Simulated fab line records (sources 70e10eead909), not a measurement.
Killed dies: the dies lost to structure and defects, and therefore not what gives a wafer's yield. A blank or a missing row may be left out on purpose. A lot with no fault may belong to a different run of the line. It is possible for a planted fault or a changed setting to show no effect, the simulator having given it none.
Struck lot and sound lot, side by side :: flow nand_harc :: 15 out of 1302 route steps
Sound: these wafers, L905.1, L905.3, L905.5. Struck: wafer L918.2; the same lot's L918.1 was not struck, so it is left out; see the end for the cause.
For every step that has rows: the tool of each side, followed by ch and its chambers, followed by its first start. Under that, the readings that differ: sound wafers :: struck wafers :: difference of the means :: sigmas: that difference in standard deviations of wafers without a fault.
alike: a reading whose means differ by less than 2 such deviations, as well as words and numbers matching on both sides. not compared: withheld readings; readings where some wafer has no value; bounds like >300 that might hide an equal value; numbers whose values overlap and for which the record gives no deviation.
Wherever a step has rows on one side only, a row that says differs or no value, or a row with sigmas, the two part there. Numbers that have no deviation but don't overlap get no sigmas and don't part them. Lack of a reading on every wafer of one side parts them only where that side has two or more wafers.

first, 6 steps without rows for these wafers: NHARC_P_CONTACT_COAT_06 (resist thk 90 nm); NHARC_P_CONTACT_SOFTBAKE_07 (time 55 s); NHARC_P_CONTACT_EBR_08; NHARC_P_CONTACT_EXPOSE_09 (exposes mask P CA, target cd 90 nm); NHARC_P_CONTACT_PEB_10 (peb time 65 s); NHARC_P_CONTACT_DEVELOP_11 (develop time 35 s).
NHARC_P_CONTACT_CD_MEAS_12: the cd target is 90 nm.
  sound on cd_sem-01 ch 0, day 9 21:19; struck on cd_sem-02 ch 0, day 14 12:59
  alike: cd_nm
NHARC_P_CONTACT_OVL_MEAS_13:
  struck on overlay-01, day 14 13:05; sound on overlay-02, day 9 21:25
  alike: overlay_x_nm, overlay_y_nm
NHARC_P_CONTACT_INSPECT_14:
  struck on defect_inspect-01, day 14 13:07; sound on defect_inspect-01, day 9 21:26
  alike: raw_defect_count
NHARC_P_CONTACT_DESCUM_17: chemistry O2, time 3 s.
  sound on rie_diel-01 ch 0,3, day 9 21:31; struck on rie_diel-11 ch 3, day 14 13:10
  alike: drypump_motor_current_A, oes_product_au, rf_vpp_V, showerhead_plenum_p_Torr, throttle_valve_pct
  not compared: rf_hours_counter_h
NHARC_P_CONTACT_ETCH_35: etches the open film in CF4, target depth 39 nm, time 65 s.
  sound on rie_diel-01 ch 1,3, day 9 21:36; struck on rie_diel-11 ch 3, day 14 13:17
reading: drypump_motor_current_A (A)
sound: 6.4 5.8 6.4
struck: 4.9
difference: -1.3
sigmas: -2
  alike: oes_product_au, rf_vpp_V, run_length_s, showerhead_plenum_p_Torr, throttle_valve_pct
  not compared: rf_hours_counter_h
NHARC_P_CONTACT_ETCH_36: etches the open film in N2/H2, target depth 260 nm, time 406.25 s.
  sound on rie_diel-01 ch 1,3; struck on rie_diel-11 ch 0
  alike: drypump_motor_current_A, oes_product_au, rf_vpp_V, run_length_s, showerhead_plenum_p_Torr, throttle_valve_pct
  not compared: rf_hours_counter_h
NHARC_P_CONTACT_ETCH_18: etches the open film in C4F8/O2/Ar, target depth 481 nm, time 240.5 s.
  sound on rie_diel-01 ch 1,3, day 9 21:59; struck on rie_diel-11 ch 3, day 14 13:44
reading: run_length_s (s)
sound: 261.6 262.9 262.2
struck: 199.4
difference: -62.8
sigmas: -99 or more
  alike: oes_product_au, rf_vpp_V
  not compared: rf_hours_counter_h
then, 1 step without rows for these wafers: NHARC_P_CONTACT_STRIP_37 (strips in C4F8/O2/Ar).
-- jump in the record: it breaks off in module P_CONTACT and resumes in module END (first step shown: number 1302 of the route), and 19 days separate the struck wafers' starts before and after --
NHARC_END_SORT_01:
  the record has rows for the struck wafers here (prober-02 ch 0, day 33 12:19) and none for the sound ones

## WHERE THEY PART
Earliest at NHARC_P_CONTACT_ETCH_35; latest, in this record, at NHARC_END_SORT_01.

WHY: what the simulator had put in
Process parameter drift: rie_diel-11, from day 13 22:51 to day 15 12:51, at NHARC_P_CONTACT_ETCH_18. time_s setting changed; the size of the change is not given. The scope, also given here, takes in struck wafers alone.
